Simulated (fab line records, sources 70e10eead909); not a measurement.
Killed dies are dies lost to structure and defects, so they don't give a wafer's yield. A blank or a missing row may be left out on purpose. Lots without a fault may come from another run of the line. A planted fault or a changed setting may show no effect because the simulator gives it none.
A struck lot beside a sound one | flow nand_harc | 15 steps out of a route of 1302
Sound: wafers L702.1, L702.4, L702.5. Struck: wafers L687.1, L687.2, L687.4. The cause comes at the end.
At each step with rows: each side's tool, then ch and its chambers, then its first start. Under that, the readings that differ: sound wafers | struck wafers | difference of the means | sigmas: that difference in standard deviations of wafers without a fault.
alike: readings whose means differ by less than 2 such deviations, and words and numbers that are the same on both sides. not compared: withheld readings, readings that some wafer has no value for, bounds like >300 that may hide the same value, and numbers for which the record gives no deviation and whose values overlap.
The two part at a step that has a row with sigmas, a row that says differs or no value, or rows on one side only. Numbers that don't overlap but have no deviation are shown without sigmas and don't part them. A reading that every wafer of one side lacks parts them only if that side has two wafers or more.

first, 4 steps without rows for these wafers: NHARC_P_M1_EBR_05; NHARC_P_M1_EXPOSE_06 (exposes mask P M1, target cd 130 nm); NHARC_P_M1_PEB_07 (peb time 65 s); NHARC_P_M1_DEVELOP_08 (develop time 35 s).
NHARC_P_M1_CD_MEAS_09: target cd 130 nm.
  sound on cd_sem-03 ch 0, day 15 02:03; struck on cd_sem-01 ch 0, day 8 14:43
  alike: cd_nm
NHARC_P_M1_OVL_MEAS_10: pitch 260 nm.
  sound on overlay-01, day 15 02:08; struck on overlay-01, day 8 14:48
  reading           | sound       | struck        | difference | sigmas
  overlay_x_nm (nm) | 2.0 1.1 1.5 | -0.3 -0.2 0.1 | -1.7       | -2
  alike: overlay_y_nm
NHARC_P_M1_INSPECT_11:
  sound on defect_inspect-02, day 15 02:11; struck on defect_inspect-02, day 8 14:50
  alike: raw_defect_count
NHARC_P_M1_DESCUM_14: chemistry O2, time 3 s.
  sound on rie_diel-04 ch 0,1,3, day 15 02:15; struck on rie_diel-07 ch 0,1,2, day 8 14:54
  reading               | sound             | struck            | difference | sigmas
  oes_product_au (a.u.) | 0.968 0.977 0.992 | 1.008 1.020 1.015 | +0.035     | +3
  alike: drypump_motor_current_A, rf_vpp_V, showerhead_plenum_p_Torr, throttle_valve_pct
  not compared: rf_hours_counter_h
NHARC_P_M1_ETCH_35: etches the open film in N2/H2, target depth 40 nm, overetch 12 nm, time 43.94 s.
  sound on rie_diel-04 ch 0,1,2, day 15 02:20; struck on rie_diel-07 ch 1,2,3, day 8 14:59
  reading               | sound             | struck            | difference | sigmas
  oes_product_au (a.u.) | 0.998 0.985 0.965 | 1.010 1.003 1.013 | +0.026     | +2
  alike: drypump_motor_current_A, h2_flow_sccm, n2_flow_sccm, rf_vpp_V, showerhead_plenum_p_Torr, throttle_valve_pct
  not compared: rf_hours_counter_h
NHARC_P_M1_ETCH_15: etches the open film in C4F8/Ar, target depth 182.5 nm, time 91.2 s.
  sound on rie_diel-04 ch 0,1,2; struck on rie_diel-07 ch 0,1,2
  reading               | sound             | struck            | difference | sigmas
  oes_product_au (a.u.) | 0.917 0.918 0.928 | 0.974 0.972 0.975 | +0.053     | +2
  alike: rf_vpp_V
  not compared: rf_hours_counter_h
NHARC_P_M1_CD_MEAS_16:
  sound on cd_sem-02, day 15 02:32; struck on cd_sem-01, day 8 15:13
  alike: cd_nm
NHARC_P_M1_STRIP_18: strips in N2/H2.
  sound on rie_diel-07 ch 0,1,2, day 15 02:40; struck on rie_diel-07 ch 0,1,2, day 8 15:18
  alike: drypump_motor_current_A, h2_flow_sccm, n2_flow_sccm, oes_product_au, rf_vpp_V, showerhead_plenum_p_Torr, throttle_valve_pct
  not compared: rf_hours_counter_h
NHARC_P_M1_ETCH_28: etches the open film in CF4/N2, target depth 30 nm, time 72.99 s.
  sound on rie_diel-07 ch 0,1,3, day 15 02:51; struck on rie_diel-07 ch 0,1,2, day 8 15:32
  reading        | sound       | struck                  | difference | sigmas
  over_etch_frac | 0.3 0.3 0.3 | 0.27087 0.27087 0.27087 | -0.02913   |
  alike: drypump_motor_current_A, n2_flow_sccm, oes_product_au, rf_vpp_V, showerhead_plenum_p_Torr, throttle_valve_pct
  not compared: rf_hours_counter_h
then, 1 step without rows for these wafers: NHARC_P_M1_STRIP_19 (strips in post etch residue remover, time 600 s).
NHARC_END_SORT_01:
  the record has rows for the sound wafers here (prober-01 ch 0, day 33 14:38) and none for the struck ones

WHERE THEY PART
First at NHARC_P_M1_OVL_MEAS_10; last, within this record, at NHARC_END_SORT_01.

WHY: what the simulator had put in
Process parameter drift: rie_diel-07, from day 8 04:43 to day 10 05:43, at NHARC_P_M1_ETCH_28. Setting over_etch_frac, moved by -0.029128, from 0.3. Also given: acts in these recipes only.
